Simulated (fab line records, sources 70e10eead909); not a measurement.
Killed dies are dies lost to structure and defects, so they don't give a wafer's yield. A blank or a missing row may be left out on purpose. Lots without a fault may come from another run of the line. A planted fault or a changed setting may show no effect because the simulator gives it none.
Which tool did it? | flow nand_harc | 13 lots, 39 wafers sampled, at 6 steps of a route of 1159

WHAT THE GAUGES READ, wafer by wafer
NHARC_P_GATE_CD_MEAS_46: target cd 720 nm.
lot  | measured     | on        | cd_nm (nm)
L930 | day 5 02:28  | cd_sem-03 | 720.5 722.3 721.5
L933 | day 5 21:08  | cd_sem-01 | 720.6 720.9 720.3
L935 | day 6 10:34  | cd_sem-03 | 721.7 720.2 722.3
L936 | day 6 21:12  | cd_sem-02 | - - -
L942 | day 8 12:32  | cd_sem-02 | 720.8 719.9 721.0
L945 | day 8 19:22  | cd_sem-01 | 720.5 719.9 720.8
L946 | day 9 06:08  | cd_sem-02 | 719.0 718.6 718.9
L947 | day 9 11:10  | cd_sem-03 | 721.1 718.9 720.3
L948 | day 9 17:13  | cd_sem-02 | 717.9 720.4 718.4
L950 | day 10 05:50 | cd_sem-01 | 720.9 721.0 721.0
L951 | day 10 13:17 | cd_sem-01 | 721.9 720.8 722.0
L952 | day 10 17:35 | cd_sem-03 | 719.2 720.4 718.4
L953 | day 11 00:56 | cd_sem-02 | 719.1 720.1 720.0

NHARC_END_SORT_01.
lot  | measured     | on        | defect_limited_yield (%) | killed_at_array | killed_at_other | killed_at_periphery | killed_dies | killed_open | killed_short | sort_bin_2_pct (%) | sort_bin_3_pct (%) | sort_bin_4_pct (%) | sort_n_pass | sort_rim_yield_pct (%) | sort_yield_pct (%)
L930 | day 20 03:38 | prober-01 | 97.3 97.3 97.6           | 13 15 12        | 2 0 2           | 3 3 2               | 18 18 16    | 4 5 6       | 2 4 0        | 0.3 0.6 0.4        | 0.30 0.15 0        | 2.1 1.9 1.9        | 659 659 661 | 95 96 94               | 97.3 97.3 97.6
L933 | day 19 19:57 | prober-02 | 96.0 95.4 96.5           | 23 25 24        | 0 0 0           | 4 6 0               | 27 31 24    | 2 3 2       | 1 4 1        | 1.2 1.8 1.0        | 0.30 0.15 0        | 2.5 2.7 2.5        | 650 646 653 | 97 97 99               | 96.0 95.4 96.5
L942 | day 22 01:46 | prober-02 | 96.9 95.4 95.6           | 18 30 22        | 1 0 0           | 2 1 8               | 21 31 30    | 2 3 5       | 4 2 2        | 1.2 1.3 1.6        | 0.15 0 0           | 1.8 3.2 2.8        | 656 646 647 | 95 89 92               | 96.9 95.4 95.6
L945 | day 23 08:05 | prober-01 | 93.2 92.9 93.6           | 39 39 38        | 2 4 2           | 5 5 3               | 46 48 43    | 3 2 3       | 3 1 3        | 2.1 1.8 2.1        | 0.44 0.59 0.30     | 4.3 4.7 4.0        | 631 629 634 | 93 88 92               | 93.2 92.9 93.6
L946 | day 23 16:44 | prober-02 | 97.5 97.2 98.4           | 16 17 11        | 0 0 0           | 1 2 0               | 17 19 11    | 1 1 3       | 3 4 0        | 0.4 0.7 0.6        | 0 0.15 0           | 2.1 1.9 1.0        | 660 658 666 | 97 96 98               | 97.5 97.2 98.4
L947 | day 23 16:43 | prober-01 | 92.3 94.4 91.9           | 33 25 44        | 1 1 2           | 18 12 9             | 52 38 55    | 5 1 2       | 1 1 4        | 2.4 1.9 2.4        | 0.15 0.59 0.74     | 5.2 3.1 5.0        | 625 639 622 | 97 92 92               | 92.3 94.4 91.9
L948 | day 24 00:26 | prober-02 | 95.6 96.3 96.3           | 22 18 19        | 2 0 0           | 6 7 6               | 30 25 25    | 5 2 3       | 2 3 1        | 1.3 1.5 0.7        | 0.59 0.15 0.15     | 2.5 2.1 2.8        | 647 652 652 | 88 93 91               | 95.6 96.3 96.3

WHICH TOOL RAN EACH LOT (tool, then ch and the chambers of the sampled wafers, then the start)
lot  | NHARC_P_STI_CMP_21           | NHARC_P_GATE_EXPOSE_43            | NHARC_P_GATE_STRIP_112               | NHARC_P_GATE_STRIP_113
L930 | cmp-02 ch 1,3, day 3 08:23   | krf_scanner-04 ch 0, day 5 02:19  | plasma_asher-02 ch 0,1, day 5 04:41  | plasma_asher-02 ch 0,1, day 5 06:20
L933 | cmp-02 ch 0,2,3, day 3 22:59 | krf_scanner-04 ch 0, day 5 20:59  | plasma_asher-02 ch 0,1, day 5 23:26  | plasma_asher-01 ch 0,1, day 6 01:08
L935 | cmp-04 ch 1,2,3, day 4 14:59 | krf_scanner-02 ch 0, day 6 10:24  | plasma_asher-02 ch 0,1, day 6 12:58  | plasma_asher-02 ch 0,1, day 6 14:42
L936 | cmp-02 ch 0,1,3, day 4 19:58 | krf_scanner-04 ch 0, day 6 21:03  | plasma_asher-01 ch 0,1, day 6 23:35  | plasma_asher-02 ch 0,1, day 7 01:44
L942 | cmp-04 ch 1,2,3, day 6 14:36 | krf_scanner-02 ch 0, day 8 12:23  | plasma_asher-01 ch 0,1, day 8 14:56  | plasma_asher-01 ch 0,1, day 8 17:45
L945 | cmp-02 ch 0,1,3, day 6 21:54 | krf_scanner-04 ch 0, day 8 19:13  | plasma_asher-01 ch 0,1, day 8 22:25  | plasma_asher-01 ch 0,1, day 9 00:44
L946 | cmp-04 ch 0,1,2, day 7 07:26 | krf_scanner-04 ch 0, day 9 05:59  | plasma_asher-01 ch 0,1, day 9 08:28  | plasma_asher-01 ch 0,1, day 9 10:12
L947 | cmp-02 ch 0,1,3, day 7 11:58 | krf_scanner-02 ch 0, day 9 11:00  | plasma_asher-02 ch 0,1, day 9 13:32  | plasma_asher-01 ch 0,1, day 9 15:15
L948 | cmp-04 ch 1,2,3, day 7 19:06 | krf_scanner-04 ch 0, day 9 17:04  | plasma_asher-02 ch 0,1, day 9 19:45  | plasma_asher-01 ch 1, day 9 21:46
L950 | cmp-01 ch 0,1,2, day 8 07:25 | krf_scanner-04 ch 0, day 10 05:41 | plasma_asher-01 ch 0,1, day 10 08:14 | plasma_asher-01 ch 0,1, day 10 10:05
L951 | cmp-04 ch 0,2,3, day 8 14:22 | krf_scanner-04 ch 0, day 10 13:08 | plasma_asher-02 ch 0,1, day 10 15:27 | plasma_asher-01 ch 0,1, day 10 17:13
L952 | cmp-04 ch 0,1,2, day 8 22:21 | krf_scanner-02 ch 0, day 10 17:25 | plasma_asher-01 ch 0,1, day 10 19:58 | plasma_asher-02 ch 0,1, day 10 21:51
L953 | cmp-01 ch 1,2,3, day 9 03:02 | krf_scanner-01 ch 0, day 11 00:47 | plasma_asher-01 ch 0,1, day 11 03:22 | plasma_asher-01 ch 0,1, day 11 05:07
- NHARC_P_STI_CMP_21: polishes, t overpolish 20 s, target thk 380.67 nm.
- NHARC_P_GATE_EXPOSE_43: exposes mask P NSD, target cd 720 nm.
- NHARC_P_GATE_STRIP_112: strips in N2/H2, time 200 s.
- NHARC_P_GATE_STRIP_113: strips in N2/H2, time 740 s.

WHAT THE TOOLS THEMSELVES READ (means of the sampled wafers that have a number; where no wafer has one, the mark that the record gives instead)
NHARC_P_STI_CMP_21.
lot  | tool   | motor_current_A (A) | overpolish_run_s (s) | slurry_filter_dp_kPa (kPa)
L930 | cmp-02 | 13.1                | 20.011               | 13.45
L933 | cmp-02 | 12.8                | 19.998               | 13.47
L935 | cmp-04 | 12.3                | 20.004               | 13.65
L936 | cmp-02 | 13.3                | 20.000               | 13.37
L942 | cmp-04 | 12.2                | 19.990               | 13.41
L945 | cmp-02 | 12.8                | 19.999               | 13.45
L946 | cmp-04 | 11.8                | 20.012               | 13.53
L947 | cmp-02 | 13.5                | 20.005               | 13.51
L948 | cmp-04 | 11.6                | 19.995               | 13.54
L950 | cmp-01 | 12.0                | 20.000               | 13.29
L951 | cmp-04 | 12.4                | 20.002               | 13.66
L952 | cmp-04 | 11.8                | 20.004               | 13.59
L953 | cmp-01 | 11.6                | 20.006               | 13.60

NHARC_P_GATE_STRIP_112.
lot  | tool            | drypump_motor_current_A (A) | heater_power_w (W)
L930 | plasma_asher-02 | 6.0                         | 84
L933 | plasma_asher-02 | 6.0                         | 84
L935 | plasma_asher-02 | 5.9                         | 82
L936 | plasma_asher-01 | 5.9                         | 76
L942 | plasma_asher-01 | 5.5                         | 77
L945 | plasma_asher-01 | 5.8                         | 74
L946 | plasma_asher-01 | 5.8                         | 77
L947 | plasma_asher-02 | 6.0                         | 88
L948 | plasma_asher-02 | 5.9                         | 82
L950 | plasma_asher-01 | 5.8                         | 74
L951 | plasma_asher-02 | 6.0                         | 86
L952 | plasma_asher-01 | 5.5                         | 77
L953 | plasma_asher-01 | 5.5                         | 77

NHARC_P_GATE_STRIP_113.
lot  | tool            | drypump_motor_current_A (A) | heater_power_w (W)
L930 | plasma_asher-02 | 6.0                         | 84
L933 | plasma_asher-01 | 5.5                         | 78
L935 | plasma_asher-02 | 6.0                         | 85
L936 | plasma_asher-02 | 5.9                         | 80
L942 | plasma_asher-01 | 5.8                         | 74
L945 | plasma_asher-01 | 5.5                         | 77
L946 | plasma_asher-01 | 5.6                         | 79
L947 | plasma_asher-01 | 5.9                         | 75
L948 | plasma_asher-01 | 5.1                         | 80
L950 | plasma_asher-01 | 5.5                         | 77
L951 | plasma_asher-01 | 5.5                         | 78
L952 | plasma_asher-02 | 5.9                         | 81
L953 | plasma_asher-01 | 5.6                         | 77

THE ANSWER, worked out from the rows above alone
Rule: what is usual is taken from the lots themselves. Put in order of their means at a reading, lots are off if they are a third of the lots or fewer, leave a main group of 4 or more, and stand apart from it by a gap of 3 or more times the standard deviation of the main group's means; of several such gaps the widest counts. A main group whose means are all the same, to the digits that the tables above print for the reading, isn't used. A lot without any number at a reading at which 4 lots or more have one is off too. The other lots that the step has rows for count as sound. The gauges are gone through in route order, then the tools' own readings, and for those a lot's mean is taken as printed above. The first step at which some lot is off is used, and at that step the reading that is off furthest; a lot without a number counts as furthest.
Off: L936, at NHARC_P_GATE_CD_MEAS_46 (cd_nm). Without a number there: L936. The main group: mean 720.3 nm, standard deviation 0.92.
A tool fits if, at a process step before that reading, it ran every lot that is off, and no sound lot after the first of them. The gauges at NHARC_P_GATE_CD_MEAS_46 are tried like those tools. None of those tried fits.

WHAT THE SIMULATOR HAD PUT IN
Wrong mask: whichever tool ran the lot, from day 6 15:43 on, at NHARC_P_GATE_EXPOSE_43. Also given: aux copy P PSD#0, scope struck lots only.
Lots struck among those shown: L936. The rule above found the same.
